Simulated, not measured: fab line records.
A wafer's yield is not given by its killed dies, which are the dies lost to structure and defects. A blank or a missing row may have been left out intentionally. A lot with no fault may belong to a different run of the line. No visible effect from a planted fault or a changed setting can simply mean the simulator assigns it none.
Matching of chambers -- flow n5_finfet -- N5_BEOL_M0_SAQP_ETCH_101 on rie_diel-05: 3 sister chambers
The step etches SiNx in CH3F/O2, target depth 29.9 nm, time 42.7 s. 16 wafers are shown with their chamber, then 7 later ones without.

WAFERS WITH THEIR CHAMBER
wafer,chamber,showerhead_plenum_p_Torr (Torr),throttle_valve_pct (%),rf_vpp_V (V)
L074.1,1,2.07,16.56,309
L074.3,2,2.00,16.27,299
L074.4,0,1.95,16.14,302
L075.1,2,2.00,16.28,298
L075.4,0,1.95,16.14,304
L075.6,2,2.00,16.28,297
L077.3,0,1.95,16.16,304
L077.5,0,1.95,16.14,304
L077.6,1,2.06,16.56,310
L078.1,0,1.95,16.16,304
L078.2,2,2.00,16.29,298
L078.3,1,2.06,16.55,309
L079.2,1,2.06,16.59,310
L079.4,0,1.95,16.15,303
L079.5,0,1.95,16.14,304
L084.1,1,2.06,16.58,309

SIGNATURES (averages over the wafers above)
reading,chamber 0,chamber 1,chamber 2,scatter within a chamber
showerhead_plenum_p_Torr,1.9500,2.0620,2.0000,0.00248
throttle_valve_pct,16.1471,16.5680,16.2800,0.0118
rf_vpp_V,303.57,309.40,298.00,0.729
Rule: distance of a wafer from a chamber = root of the sum over the readings of ((wafer's reading minus chamber's mean) / reading's scatter) squared. If the next closest chamber is less than 2 further off than the closest, the wafer can't be placed; otherwise it belongs to the closest. The scatter: the root of (the sum of the squares of (reading less its chamber's mean) over the shown wafers, divided by (wafers less chambers)).

WAFERS WITHOUT THEIR CHAMBER
wafer,showerhead_plenum_p_Torr (Torr),throttle_valve_pct (%),rf_vpp_V (V)
L084.2,1.99,16.31,298
L084.5,1.95,16.20,303
L087.2,1.99,16.33,296
L087.4,1.94,16.18,303
L087.6,1.94,16.18,302
L090.2,1.94,16.18,303
L090.5,1.99,16.31,298

EACH ONE'S CHAMBER
wafer,from the rows above,in truth
L084.2,2,2
L084.5,0,0
L087.2,2,2
L087.4,0,0
L087.6,0,0
L090.2,0,0
L090.5,2,2
Correctly placed: 7 of 7. Number that these rows cannot place: 0. Wrongly placed: 0.
